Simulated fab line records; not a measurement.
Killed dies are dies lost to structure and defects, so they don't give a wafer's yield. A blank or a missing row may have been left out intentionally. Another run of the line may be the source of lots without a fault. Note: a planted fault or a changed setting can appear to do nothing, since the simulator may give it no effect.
fab line records -- flow n5Finfet
[record] lots = 6, wafers = 16, lastDay = 17
route steps=1938 shown BEOL_M6@1228 PASSIVATION@1936
lots that met no fault: taken from a fault-free run of the same line
startH: hours from the record's first day to the start of the lot's first wafer shown -- waitH: hours elapsed since this lot's preceding step -- " the same as in the row above -- L1.1+2: a row that stands for several wafers -- - no value, or no start given -- * or withheld: withheld -- < > ~ a bound
route shown NAME@n: names a module that has steps shown in the file, with the first one's number in the route -- usual: mean/standard deviation taken from wafers without a fault -- same: alike in all rows -- chamber/n: place in a boat -- sites: the reading at each site -- _std_site: the standard deviation of these -- _edge_site: the outer-site mean with the inner-site mean subtracted -- radiusMm: how far each site lies from the wafer's centre -- mask NAME#n: copy n -- behind: the most recent tool/chamber to have shaped the wafer -- hold: what put the lot on hold/how long, in hours/how the hold closed -- device: the n, p or np transistor that did not switch -- end of line: tests run on the same wafers once the route is complete -- a step without rows: its recipe alone -- killed: count of dies lost to structure and defects at first sort (not the wafer's yield) -- map: shows each die of a wafer: x if killed, . if not, _ if none is there
set.NAME: the run value of the setting; set.NAME@STEP: its run value at that earlier step -- model.NAME: the simulator's own value behind a step, which no gauge read
lots seen at some steps along the route; tables by step, rows by wafer
services: from which hour (startH, from the record's first day; less than 0 if before it) a tool's chamber was out of use, for how many hours, and why
[[steps]]
[step N5_BEOL_M6_OVL_MEAS_29]
[recipe] pointsPerWafer = 522
[usual] V5_OVL = 0.0/0.78
lot.wafer,tool,chamber,startH,waitH,V5_OVL[nm]
L356.1,overlay-01,0,207.06,0.0,0.0
L356.4,overlay-01,0,207.06,0.0,0.3
L356.5,overlay-01,0,207.06,0.0,0.3
L363.4,overlay-02,0,253.55,0.0,-1.4
L363.6,overlay-02,0,253.55,0.0,-0.8
L365.4,overlay-02,0,264.90,0.0,1.1
L365.5,overlay-02,0,264.90,0.0,0.8
L371.2,overlay-01,0,321.99,0.0,1.2
L371.3,overlay-01,0,321.99,0.0,0.0
L371.5,overlay-01,0,321.99,0.0,0.1
L375.4,overlay-01,0,328.69,0.0,-1.0
L375.5,overlay-01,0,328.69,0.0,-1.3
L375.6,overlay-01,0,328.69,0.0,-2.0
L374.2,overlay-02,0,333.01,0.0,0.8
L374.3,overlay-02,0,333.01,0.0,0.3
L374.5,overlay-02,0,333.01,0.0,0.6
[step N5_BEOL_M6_INSPECT_30]
[recipe] mode = adi, inspectInstrument = brightfield
[usual] rawDefectCount = 424/96
lot.wafer,tool,chamber,startH,waitH,rawDefectCount
L356.1,defectInspect-02,-,207.12,0.1,343
L356.4,defectInspect-02,-,207.12,0.1,192
L356.5,defectInspect-02,-,207.12,0.1,267
L363.4,defectInspect-01,-,253.59,0.0,449
L363.6,defectInspect-01,-,253.59,0.0,431
L365.4,defectInspect-02,-,264.94,0.0,364
L365.5,defectInspect-02,-,264.94,0.0,483
L371.2,defectInspect-01,-,322.05,0.0,449
L371.3,defectInspect-01,-,322.05,0.0,405
L371.5,defectInspect-01,-,322.05,0.0,355
L375.4,defectInspect-02,-,328.74,0.0,580
L375.5,defectInspect-02,-,328.74,0.0,536
L375.6,defectInspect-02,-,328.74,0.0,742
L374.2,defectInspect-02,-,333.06,0.0,374
L374.3,defectInspect-02,-,333.06,0.0,319
L374.5,defectInspect-02,-,333.06,0.0,424
[step N5_BEOL_M6_DESCUM_33]
[recipe] chemistry = O2, timeS = 7, sourcePowerW = 50, biasPowerW = 20, pressureMtorr = 20, rfFrequencyHz = 2.712e+07, tempC = 40, resist = CAR-EUV, o2FlowSccm = 225
[usual] drypumpMotorCurrentA = 5.9/0.48, oesProductAu = 0.78/0.11, rfVppV = 243.2/1.4, showerheadPlenumPTorr = 2.09/0.079, tempC = 40.00/0.1, throttleValvePct = 20.32/0.24
lot.wafer,tool,chamber,startH,waitH,drypumpMotorCurrentA,oesProductAu,rfHoursCounterH,rfVppV,showerheadPlenumPTorr,tempC,throttleValvePct
L356.1,rieDiel-03,0,207.15,0.0,5.4,0.71,201,241.7,2.09,40.05,20.54
L356.4,rieDiel-03,1,207.15,0.0,6.6,0.85,70,242.9,2.03,39.96,20.06
L356.5,rieDiel-03,0,207.15,0.0,5.3,0.70,-,242.3,2.09,40.05,20.52
L363.4,rieDiel-05,2,253.64,0.0,5.9,0.98,-,245.5,2.23,39.94,20.29
L363.6,rieDiel-05,1,253.64,0.0,5.0,0.70,-,244.0,2.06,39.97,20.18
L365.4,rieDiel-05,3,264.97,0.0,6.2,0.67,261,244.1,2.12,39.95,20.13
L365.5,rieDiel-05,2,264.97,0.0,6.0,0.95,-,245.7,2.23,39.95,20.30
L371.2,rieDiel-03,1,322.08,0.0,6.6,0.81,107,242.4,2.02,40.12,20.12
L371.3,rieDiel-03,0,322.08,0.0,5.4,0.68,240,242.8,2.07,39.88,20.57
L371.5,rieDiel-03,2,322.08,0.0,6.0,0.93,-,242.2,2.14,40.02,20.68
L375.4,rieDiel-03,0,328.79,0.0,5.3,0.68,242,244.3,2.07,39.79,20.59
L375.5,rieDiel-03,2,328.79,0.0,6.0,0.93,-,243.0,2.13,40.14,20.68
L375.6,rieDiel-03,1,328.79,0.0,6.6,0.81,-,241.3,2.02,39.86,20.12
L374.2,rieDiel-05,0,333.09,0.0,5.9,0.91,26,244.9,2.23,40.03,20.03
L374.3,rieDiel-05,3,333.09,0.0,6.1,0.93,11,243.8,2.12,40.08,19.66
L374.5,rieDiel-05,3,333.09,0.0,6.1,0.92,-,242.7,2.12,39.94,19.65
[step N5_BEOL_M6_ETCH_72]
[recipe] chemistry = N2/H2, target = underlayer, targetDepthA = 65, maskMaterial = CAR-EUV, timeS = 5.2, ionEnergyEv = 200, pressureMtorr = 30, sourceW = 840, biasW = 150, n2FlowSccm = 200, h2FlowSccm = 200, ends = cleared
[usual] drypumpMotorCurrentA = 5.9/0.48, etchRfOnTimeS = 5.20/0.13, oesProductAu = 0.67/0.093, rfVppV = 523.9/2.8, showerheadPlenumPTorr = 2.55/0.093, throttleValvePct = 17.80/0.23
lot.wafer,tool,chamber,startH,waitH,drypumpMotorCurrentA,etchRfOnTimeS,oesProductAu,rfHoursCounterH,rfVppV,showerheadPlenumPTorr,throttleValvePct
L356.1,rieDiel-03,0,207.18,0.0,5.3,5.28,0.60,201,521.3,2.51,17.85
L356.4,rieDiel-03,1,207.18,0.0,6.6,4.93,0.73,70,521.9,2.48,17.61
L356.5,rieDiel-03,0,207.18,0.0,5.3,5.21,0.60,-,524.0,2.51,17.85
L363.4,rieDiel-05,2,253.67,0.0,6.0,5.09,0.83,-,524.5,2.72,17.78
L363.6,rieDiel-05,1,253.67,0.0,5.0,5.37,0.57,-,523.3,2.52,17.78
L365.4,rieDiel-05,3,265.01,0.0,6.2,5.48,0.57,261,525.4,2.59,17.64
L365.5,rieDiel-05,2,265.01,0.0,6.0,5.08,0.81,-,528.0,2.72,17.79
L371.2,rieDiel-03,1,322.12,0.0,6.6,5.01,0.69,107,520.4,2.46,17.66
L371.3,rieDiel-03,0,322.12,0.0,5.3,5.29,0.57,240,521.5,2.49,17.94
L371.5,rieDiel-03,2,322.12,0.0,6.0,5.08,0.79,-,525.2,2.60,18.13
L375.4,rieDiel-03,0,328.82,0.0,5.3,5.29,0.58,242,523.0,2.49,17.96
L375.5,rieDiel-03,2,328.82,0.0,6.0,5.13,0.78,-,525.2,2.59,18.11
L375.6,rieDiel-03,1,328.82,0.0,6.6,5.02,0.69,-,522.3,2.46,17.63
L374.2,rieDiel-05,0,333.13,0.0,5.8,5.06,0.77,26,530.0,2.72,17.46
L374.3,rieDiel-05,3,333.13,0.0,6.2,5.28,0.78,11,525.5,2.58,17.17
L374.5,rieDiel-05,3,333.13,0.0,6.1,5.27,0.77,-,526.8,2.58,17.17
[step N5_BEOL_M6_ETCH_65]
[recipe] chemistry = CF4, target = SiARC, targetDepthA = 156, maskMaterial = CAR-EUV, timeS = 26, ionEnergyEv = 80, pressureMtorr = 40, sourceW = 545, biasW = 36, Ar_flow_sccm = 100, cf4FlowSccm = 100, ends = cleared
[step N5_BEOL_M6_ETCH_66]
[recipe] chemistry = N2/H2, target = SOC, targetDepthA = 800, overetchA = 160, maskMaterial = SiARC, tempC = 40, timeS = 120, ionEnergyEv = 200, pressureMtorr = 30, sourceW = 840, biasW = 150, n2FlowSccm = 200, h2FlowSccm = 200
[step N5_BEOL_M6_STRIP_69]
[recipe] chemistry = N2/H2, tempC = 40, n2FlowSccm = 200, h2FlowSccm = 200, rfFrequencyHz = 6e+07
[step N5_BEOL_M6_STRIP_73]
[recipe] chemistry = N2/H2, tempC = 40, n2FlowSccm = 200, h2FlowSccm = 200, rfFrequencyHz = 6e+07
[step N5_BEOL_M6_VIA_ETCH_34]
[recipe] chemistry = C4F6/O2, target = SiCOH_lowk, targetDepthA = 1263, maskMaterial = SOC, taperDeg = 4, timeS = 50.9, ionEnergyEv = 250, pressureMtorr = 30, sourceW = 345, biasW = 185, Ar_flow_sccm = 300, C4F6_flow_sccm = 10, O2_flow_sccm = 10
[step N5_BEOL_M6_STRIP_76]
[recipe] chemistry = C4F6/O2, resist = SiARC, rfFrequencyHz = 6e+07
[step N5_BEOL_M6_STRIP_36]
[recipe] chemistry = N2/H2, powerW = 450, tempC = 40, pressureMtorr = 20, rfFrequencyHz = 6e+07, overashFraction = 0.3, biasPowerW = 7, h2Frac = 0.5, n2FlowSccm = 200, h2FlowSccm = 200
[usual] drypumpMotorCurrentA = 5.9/0.48, oesProductAu = 0.78/0.11, rfVppV = 59.1/1.5, showerheadPlenumPTorr = 2.54/0.093, tempC = 40.01/0.12, throttleValvePct = 23.58/0.28
[same] overashFraction = 0.3
lot.wafer,tool,chamber,startH,waitH,drypumpMotorCurrentA,oesProductAu,rfHoursCounterH,rfVppV,showerheadPlenumPTorr,tempC,throttleValvePct
L356.1,rieDiel-03,0,207.38,0.0,5.4,0.72,201,60.0,2.50,39.96,23.56
L356.4,rieDiel-03,1,207.38,0.0,6.6,0.85,71,60.6,2.48,39.97,23.39
L356.5,rieDiel-03,0,207.38,0.0,5.3,0.71,-,57.9,2.50,40.12,23.58
L363.4,rieDiel-05,2,253.88,0.0,5.9,0.96,-,60.3,2.72,39.92,23.73
L363.6,rieDiel-05,1,253.88,0.0,5.0,0.69,-,57.6,2.51,40.11,23.53
L365.4,rieDiel-05,3,265.21,0.0,6.1,0.68,261,59.6,2.59,39.89,23.32
L365.5,rieDiel-05,2,265.21,0.0,5.9,0.95,-,57.5,2.71,39.94,23.72
L371.2,rieDiel-03,1,322.31,0.0,6.6,0.80,107,60.6,2.46,40.16,23.41
L371.3,rieDiel-03,0,322.31,0.0,5.4,0.68,240,56.7,2.48,40.13,23.63
L371.5,rieDiel-03,2,322.31,0.0,6.0,0.93,-,59.0,2.59,39.72,24.20
L375.4,rieDiel-03,0,329.02,0.0,5.4,0.67,242,56.7,2.48,39.97,23.63
L375.5,rieDiel-03,2,329.02,0.0,6.0,0.94,-,58.9,2.59,40.25,24.20
L375.6,rieDiel-03,1,329.02,0.0,6.6,0.81,-,57.2,2.46,40.02,23.42
L374.2,rieDiel-05,0,333.33,0.0,5.8,0.89,26,60.0,2.71,39.96,23.27
L374.3,rieDiel-05,3,333.33,0.0,6.2,0.92,11,59.9,2.58,40.13,22.85
L374.5,rieDiel-05,3,333.33,0.0,6.2,0.93,-,56.8,2.58,40.13,22.79
[step N5_BEOL_M6_TRENCH_ETCH_37]
[recipe] chemistry = C4F6/O2, targetDepthA = 944.35, target = SiCOH_lowk, timeS = 31.5, ionEnergyEv = 250, pressureMtorr = 30, sourceW = 345, biasW = 185, Ar_flow_sccm = 300, C4F6_flow_sccm = 10, O2_flow_sccm = 10
[usual] drypumpMotorCurrentA = 5.9/0.48, oes_ar_750_au = 0.78/0.1, oes_o_777_au = 0.78/0.1, oesProductAu = 0.78/0.11, rfVppV = 659/11, showerheadPlenumPTorr = 2.85/0.095, throttleValvePct = 20.83/0.24
lot.wafer,tool,chamber,startH,waitH,drypumpMotorCurrentA,oes_ar_750_au,oes_o_777_au,oesProductAu,rfHoursCounterH,rfVppV,showerheadPlenumPTorr,throttleValvePct
L356.1,rieDiel-03,0,-,-,5.4,0.71,0.71,0.71,201,663,2.83,21.03
L356.4,rieDiel-03,1,-,-,6.6,0.85,0.85,0.85,71,657,2.78,20.65
L356.5,rieDiel-03,0,-,-,5.3,0.71,0.71,0.72,-,662,2.83,21.01
L363.4,rieDiel-05,2,-,-,5.9,0.97,0.97,0.97,-,666,3.01,20.70
L363.6,rieDiel-05,1,-,-,5.0,0.69,0.70,0.69,-,645,2.81,20.73
L365.4,rieDiel-05,3,-,-,6.1,0.68,0.67,0.67,261,643,2.91,20.75
L365.5,rieDiel-05,2,-,-,6.0,0.95,0.96,0.96,-,667,3.01,20.71
L371.2,rieDiel-03,1,-,-,6.6,0.82,0.82,0.81,107,656,2.76,20.69
L371.3,rieDiel-03,0,-,-,5.3,0.69,0.68,0.68,240,659,2.82,21.07
L371.5,rieDiel-03,2,-,-,6.0,0.92,0.94,0.93,-,667,2.91,21.22
L375.4,rieDiel-03,0,-,-,5.4,0.69,0.68,0.68,242,660,2.82,21.09
L375.5,rieDiel-03,2,-,-,6.0,0.92,0.92,0.93,-,667,2.91,21.23
L375.6,rieDiel-03,1,-,-,6.6,0.81,0.82,0.80,-,654,2.76,20.71
L374.2,rieDiel-05,0,-,-,5.9,0.90,0.90,0.91,26,656,3.00,20.40
L374.3,rieDiel-05,3,-,-,6.1,0.92,0.90,0.93,11,642,2.90,20.32
L374.5,rieDiel-05,3,-,-,6.1,0.92,0.90,0.92,-,640,2.90,20.32
[step N5_BEOL_M6_ETCH_41]
[recipe] chemistry = CH3F/O2, target = SiCN, targetDepthA = 297, taperDeg = 2, timeS = 52, ionEnergyEv = 120, maskMaterial = TiN, pressureMtorr = 30, sourceW = 395, biasW = 75, Ar_flow_sccm = 150, CH3F_flow_sccm = 30, O2_flow_sccm = 20
[usual] drypumpMotorCurrentA = 5.9/0.48, oesProductAu = 0.78/0.11, rfVppV = 297.4/1.7, showerheadPlenumPTorr = 2.00/0.07, throttleValvePct = 16.25/0.23
lot.wafer,tool,chamber,startH,waitH,drypumpMotorCurrentA,oesProductAu,rfHoursCounterH,rfVppV,showerheadPlenumPTorr,throttleValvePct,model.etch.depthNm
L356.1,rieDiel-03,0,207.45,-,5.3,0.71,201,298.7,1.99,16.43,19.42
L356.4,rieDiel-03,1,207.45,-,6.5,0.85,71,297.8,1.95,16.03,20.13
L356.5,rieDiel-03,0,207.45,-,5.3,0.70,-,297.2,1.99,16.45,19.38
L363.4,rieDiel-05,2,253.95,-,5.9,0.81,-,299.6,2.12,16.06,14.83
L363.6,rieDiel-05,1,253.95,-,5.0,0.69,-,296.3,1.98,16.24,19.14
L365.4,rieDiel-05,3,265.28,-,6.1,0.56,261,298.5,2.04,16.22,14.08
L365.5,rieDiel-05,2,265.28,-,5.9,0.96,-,299.9,2.12,16.06,20.18
L371.2,rieDiel-03,1,322.38,-,6.6,0.80,107,296.4,1.94,16.12,19.98
L371.3,rieDiel-03,0,322.38,-,5.3,0.68,240,296.7,1.98,16.52,19.36
L371.5,rieDiel-03,2,322.38,-,6.0,0.92,-,298.1,2.05,16.51,19.88
L375.4,rieDiel-03,0,329.09,-,5.4,0.68,242,297.9,1.98,16.51,19.39
L375.5,rieDiel-03,2,329.09,-,6.0,0.92,-,300.3,2.05,16.50,20.19
L375.6,rieDiel-03,1,329.09,-,6.6,0.81,-,296.2,1.94,16.10,20.22
L374.2,rieDiel-05,0,333.40,-,5.8,0.91,26,300.1,2.11,15.82,20.06
L374.3,rieDiel-05,3,333.40,-,6.1,0.91,11,298.9,2.04,15.72,19.25
L374.5,rieDiel-05,3,333.40,-,6.1,0.91,-,298.1,2.04,15.72,19.45
[step N5_BEOL_M6_STRIP_80]
[recipe] chemistry = N2/H2, timeS = 10, powerW = 450, tempC = 40, pressureMtorr = 20, rfFrequencyHz = 6e+07, biasPowerW = 7, n2FlowSccm = 200, h2FlowSccm = 200
[usual] drypumpMotorCurrentA = 5.9/0.49, oesProductAu = 0.78/0.11, rfVppV = 59.0/0.85, showerheadPlenumPTorr = 2.54/0.093, tempC = 39.99/0.11, throttleValvePct = 23.59/0.28
lot.wafer,tool,chamber,startH,waitH,drypumpMotorCurrentA,oesProductAu,rfHoursCounterH,rfVppV,showerheadPlenumPTorr,tempC,throttleValvePct
L356.1,rieDiel-03,0,-,-,5.3,0.70,201,59.3,2.50,39.86,23.57
L356.4,rieDiel-03,1,-,-,6.6,0.85,71,58.6,2.48,40.00,23.36
L356.5,rieDiel-03,0,-,-,5.4,0.71,-,58.8,2.50,39.95,23.57
L363.4,rieDiel-05,2,-,-,6.0,0.96,-,58.8,2.71,40.08,23.71
L363.6,rieDiel-05,1,-,-,5.0,0.69,-,60.1,2.51,39.77,23.55
L365.4,rieDiel-05,3,-,-,6.1,0.68,261,58.6,2.59,40.15,23.30
L365.5,rieDiel-05,2,-,-,6.0,0.94,-,60.8,2.71,39.80,23.72
L371.2,rieDiel-03,1,-,-,6.6,0.80,107,59.0,2.46,40.12,23.42
L371.3,rieDiel-03,0,-,-,5.3,0.68,240,59.9,2.48,39.92,23.61
L371.5,rieDiel-03,2,-,-,6.0,0.92,-,57.6,2.59,39.99,24.19
L375.4,rieDiel-03,0,-,-,5.3,0.68,242,59.2,2.48,40.02,23.63
L375.5,rieDiel-03,2,-,-,5.9,0.93,-,58.3,2.59,40.01,24.19
L375.6,rieDiel-03,1,-,-,6.6,0.80,-,57.3,2.46,39.71,23.41
L374.2,rieDiel-05,0,-,-,5.9,0.88,26,60.8,2.71,39.95,23.26
L374.3,rieDiel-05,3,-,-,6.2,0.92,11,58.8,2.58,40.16,22.85
L374.5,rieDiel-05,3,-,-,6.1,0.92,-,58.1,2.58,39.90,22.83
[step N5_PASSIVATION_PROBE_49]
[usual] defectLimitedYield = 91.1/1.4, killed_at_M0_to_M3 = 34/11, killed_at_M4_up = 14/5.7, killedAtContacts = 14/6.9, killedAtFrontEnd = 40/11, killedAtOther = 4/3.1, killedDies = 105/17, killedOnRim = 14/4.1, killedOpen = 70/13, killedShort = 34/7.6, sort_bin_5_function = 5.3/0.95, sort_bin_6_memory = 3.3/0.64, sort_bin_8_speed = 0.00/0.029, sortNPass = 1075/17, sortYieldPct = 91.1/1.4
[same] grossDies = 1180, killedAtBackSide = 0, sort_bin_4_leakage[%] = 0
lot.wafer,tool,chamber,startH,waitH,defectLimitedYield[%],killed_at_M0_to_M3,killed_at_M4_up,killedAtContacts,killedAtFrontEnd,killedAtOther,killedDies,killedOnRim,killedOpen,killedShort,sort_bin_5_function[%],sort_bin_6_memory[%],sort_bin_8_speed[%],sortNPass,sortYieldPct[%]
L356.1,prober-02,-,298.54,0.0,93.0,15,7,11,40,10,83,14,48,35,3.6,3.3,0,1097,93.0
L356.4,prober-02,-,298.69,0.2,92.8,22,13,9,31,10,85,16,50,33,4.4,2.0,0,1095,92.8
L356.5,prober-02,-,298.74,0.2,93.2,18,10,4,41,7,80,11,40,38,3.6,2.6,0,1100,93.2
L363.4,prober-01,-,343.64,0.2,91.7,34,13,14,36,1,98,8,60,38,5.0,3.1,0,1082,91.7
L363.6,prober-01,-,343.74,0.3,90.6,22,12,14,55,8,111,15,72,39,5.6,3.5,0,1069,90.6
L365.4,prober-01,-,348.55,0.4,92.1,36,11,18,28,0,93,12,66,26,3.6,3.9,0,1087,92.1
L365.5,prober-01,-,348.60,0.4,90.3,52,5,18,37,2,114,13,73,41,5.8,3.6,0,1066,90.3
L371.2,prober-01,-,403.32,0.1,91.9,22,9,15,49,0,95,9,53,41,4.8,3.1,0.08,1085,91.9
L371.3,prober-01,-,403.37,0.1,92.5,28,16,8,34,2,88,4,61,24,4.4,2.7,0,1092,92.5
L371.5,prober-01,-,403.47,0.2,90.0,30,13,26,45,4,118,14,80,38,6.3,3.5,0,1062,90.0
L375.4,prober-02,-,411.10,0.2,91.4,34,21,10,34,2,101,8,59,40,5.5,2.9,0,1079,91.4
L375.5,prober-02,-,411.15,0.2,90.8,16,18,29,45,0,108,21,78,28,5.4,3.1,0,1072,90.8
L375.6,prober-02,-,411.20,0.3,91.1,37,17,13,38,0,105,20,69,36,5.5,2.7,0,1075,91.1
L374.2,prober-01,-,413.97,0.1,90.4,33,26,7,46,1,113,8,74,37,5.3,3.9,0,1067,90.4
L374.3,prober-01,-,414.02,0.1,91.2,42,7,8,47,0,104,11,76,27,5.1,3.5,0,1076,91.2
L374.5,prober-01,-,414.12,0.2,90.9,38,9,15,42,3,107,13,69,36,4.6,3.9,0,1073,90.9
// killed by level:class
L356.1 FIN_SAQP:geometricParticle:open=16 FIN_SAQP:geometricParticle:short=9 MOL_CONTACT_COAG:geometricParticle:open=7 BEOL_M0_SAQP:geometricParticle:open=5 MOL_CONTACT_COAG:geometricParticle:short=4 STARTING-WAFER:geometricParticle:open=4 STI_FIN_REVEAL:geometricParticle:open=3 BEOL_M0_SAQP:geometricParticle:short=3
L356.4 BEOL_M0_SAQP:geometricParticle:open=7 FIN_SAQP:geometricParticle:short=6 MOL_CONTACT_COAG:geometricParticle:open=6 FIN_SAQP:geometricParticle:open=5 STI_FIN_REVEAL:geometricParticle:open=5 MOL_CONTACT_COAG:geometricParticle:short=3 BEOL_M0_SAQP:geometricParticle:short=3 BEOL_M8:geometricParticle:open=3
L356.5 FIN_SAQP:geometricParticle:short=16 FIN_SAQP:geometricParticle:open=12 BEOL_M3:geometricParticle:open=4 BEOL_M0_SAQP:geometricParticle:short=4 MOL_CONTACT_COAG:geometricParticle:short=3 BEOL_M0:geometricParticle:open=3 BEOL_M1:geometricParticle:open=3 MIM_TOP_ETCH:geometricParticle:open=3
L363.4 BEOL_M3:geometricParticle:open=11 MOL_CONTACT_COAG:geometricParticle:open=10 BEOL_M0_SAQP:geometricParticle:short=8 FIN_SAQP:geometricParticle:open=7 BEOL_M2:geometricParticle:open=6 FIN_SAQP:geometricParticle:short=5 BEOL_M4:geometricParticle:open=5 MOL_CONTACT_COAG:geometricParticle:short=4
L363.6 FIN_SAQP:geometricParticle:open=16 GATE_CUT:geometricParticle:short=14 MOL_CONTACT_COAG:geometricParticle:open=13 DUMMY_GATE:geometricParticle:open=7 FIN_SAQP:geometricParticle:short=6 BEOL_M0_SAQP:geometricParticle:short=6 BEOL_M4:geometricParticle:open=6 BEOL_M1:geometricParticle:open=5
L365.4 MOL_CONTACT_COAG:geometricParticle:open=13 BEOL_M0_SAQP:geometricParticle:open=9 STI_FIN_REVEAL:geometricParticle:open=8 BEOL_M0_SAQP:geometricParticle:short=7 STARTING-WAFER:geometricParticle:short=6 BEOL_M2:geometricParticle:open=5 MOL_CONTACT_COAG:geometricParticle:short=5 BEOL_M3:geometricParticle:open=5
L365.5 BEOL_M1:geometricParticle:open=16 BEOL_M0_SAQP:geometricParticle:short=14 MOL_CONTACT_COAG:geometricParticle:open=13 STI_FIN_REVEAL:geometricParticle:open=11 BEOL_M0_SAQP:geometricParticle:open=11 FIN_SAQP:geometricParticle:short=7 FIN_SAQP:geometricParticle:open=5 MOL_CONTACT_COAG:geometricParticle:short=5
L371.2 STI_FIN_REVEAL:geometricParticle:open=12 MOL_CONTACT_COAG:geometricParticle:open=12 FIN_SAQP:geometricParticle:short=10 BEOL_M0_SAQP:geometricParticle:short=6 STARTING-WAFER:geometricParticle:short=6 FIN_SAQP:geometricParticle:open=5 BEOL_M4:geometricParticle:open=4 DUMMY_GATE:geometricParticle:open=4
L371.3 FIN_SAQP:geometricParticle:open=9 BEOL_M0_SAQP:geometricParticle:short=9 BEOL_M4:geometricParticle:open=9 STI_FIN_REVEAL:geometricParticle:open=6 BEOL_M2:geometricParticle:open=6 MOL_CONTACT_COAG:geometricParticle:open=5 BEOL_M0_SAQP:geometricParticle:open=5 BEOL_M3:geometricParticle:open=5
L371.5 MOL_CONTACT_COAG:geometricParticle:open=20 BEOL_M3:geometricParticle:open=11 FIN_SAQP:geometricParticle:open=9 BEOL_M2:geometricParticle:open=8 STI_FIN_REVEAL:geometricParticle:open=7 GATE_CUT:geometricParticle:short=7 MOL_CONTACT_COAG:geometricParticle:short=6 FIN_SAQP:geometricParticle:short=5
L375.4 FIN_SAQP:geometricParticle:open=10 FIN_SAQP:geometricParticle:short=10 MOL_CONTACT_COAG:geometricParticle:open=8 BEOL_M3:geometricParticle:open=7 BEOL_M4:geometricParticle:open=7 BEOL_M1:geometricParticle:short=6 BEOL_M3:geometricParticle:short=6 BEOL_M0_SAQP:geometricParticle:open=5
L375.5 MOL_CONTACT_COAG:geometricParticle:open=24 FIN_SAQP:geometricParticle:open=10 BEOL_M4:geometricParticle:open=10 FIN_SAQP:geometricParticle:short=10 STI_FIN_REVEAL:geometricParticle:open=10 MOL_CONTACT_COAG:geometricParticle:short=5 GATE_CUT:geometricParticle:open=4 BEOL_M0_SAQP:geometricParticle:open=3
L375.6 FIN_SAQP:geometricParticle:open=11 BEOL_M0_SAQP:geometricParticle:short=10 STI_FIN_REVEAL:geometricParticle:open=9 MOL_CONTACT_COAG:geometricParticle:open=9 FIN_SAQP:geometricParticle:short=8 BEOL_M3:geometricParticle:open=8 BEOL_M4:geometricParticle:open=7 BEOL_M1:geometricParticle:open=5
L374.2 STI_FIN_REVEAL:geometricParticle:open=16 BEOL_M0_SAQP:geometricParticle:short=11 BEOL_M4:geometricParticle:open=11 BEOL_M0_SAQP:geometricParticle:open=8 GATE_CUT:geometricParticle:short=7 DUMMY_GATE:geometricParticle:open=6 STI_FIN_REVEAL:geometricParticle:short=6 MOL_CONTACT_COAG:geometricParticle:open=6
L374.3 STI_FIN_REVEAL:geometricParticle:open=18 BEOL_M0_SAQP:geometricParticle:open=15 FIN_SAQP:geometricParticle:open=9 BEOL_M0_SAQP:geometricParticle:short=9 MOL_CONTACT_COAG:geometricParticle:open=6 BEOL_M1:geometricParticle:open=6 BEOL_M2:geometricParticle:open=6 STI_FIN_REVEAL:geometricParticle:short=4
L374.5 BEOL_M0_SAQP:geometricParticle:open=14 FIN_SAQP:geometricParticle:open=13 MOL_CONTACT_COAG:geometricParticle:open=13 BEOL_M0_SAQP:geometricParticle:short=12 FIN_SAQP:geometricParticle:short=9 STI_FIN_REVEAL:geometricParticle:open=7 DUMMY_GATE:geometricParticle:open=6 GATE_CUT:geometricParticle:short=4
[[services]]
tool,chamber,startH,hours,kind
rieDiel-05,2,209.68,-,clean
rieDiel-05,2,209.68,-,consumableReplace:focusRing
rieDiel-05,2,209.68,-,consumableReplace:showerhead
rieDiel-05,2,209.68,16.3,scheduledDown
rieDiel-05,2,209.68,16.3,ventCycle
rieDiel-05,0,226.02,-,clean
rieDiel-05,0,226.02,-,consumableReplace:focusRing
rieDiel-05,0,226.02,-,consumableReplace:showerhead
rieDiel-05,0,226.02,38.8,scheduledDown
rieDiel-05,0,226.02,38.8,ventCycle
rieDiel-03,1,242.80,8.4,repair
rieDiel-03,2,252.65,-,clean
rieDiel-03,2,252.65,-,consumableReplace:focusRing
rieDiel-03,2,252.65,16.5,scheduledDown
rieDiel-03,2,252.65,16.5,ventCycle
rieDiel-05,3,274.99,-,clean
rieDiel-05,3,274.99,-,consumableReplace:focusRing
rieDiel-05,3,274.99,26.2,scheduledDown
rieDiel-05,3,274.99,26.2,ventCycle
rieDiel-03,3,308.90,6.4,repair
rieDiel-05,1,327.90,-,clean
rieDiel-05,1,327.90,-,consumableReplace:focusRing
rieDiel-05,1,327.90,18.0,scheduledDown
rieDiel-03,0,331.16,12.6,repair
[[key]]
firstSign none at tools or gauges
[modelEffect] step = N5_BEOL_M6_ETCH_41, value = etch.depthNm, without = 19.66, struck = 14.46
metAt N5_BEOL_M6_ETCH_41
struckWafers L363.4,L365.4
[fault] kind = processParameterDrift, tool = rieDiel-05, chamber = -, onsetH = 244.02, steps = N5_BEOL_M6_ETCH_41, channel = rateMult, offset = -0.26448, shape = step, endH = 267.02, scope = struckWafersOnly
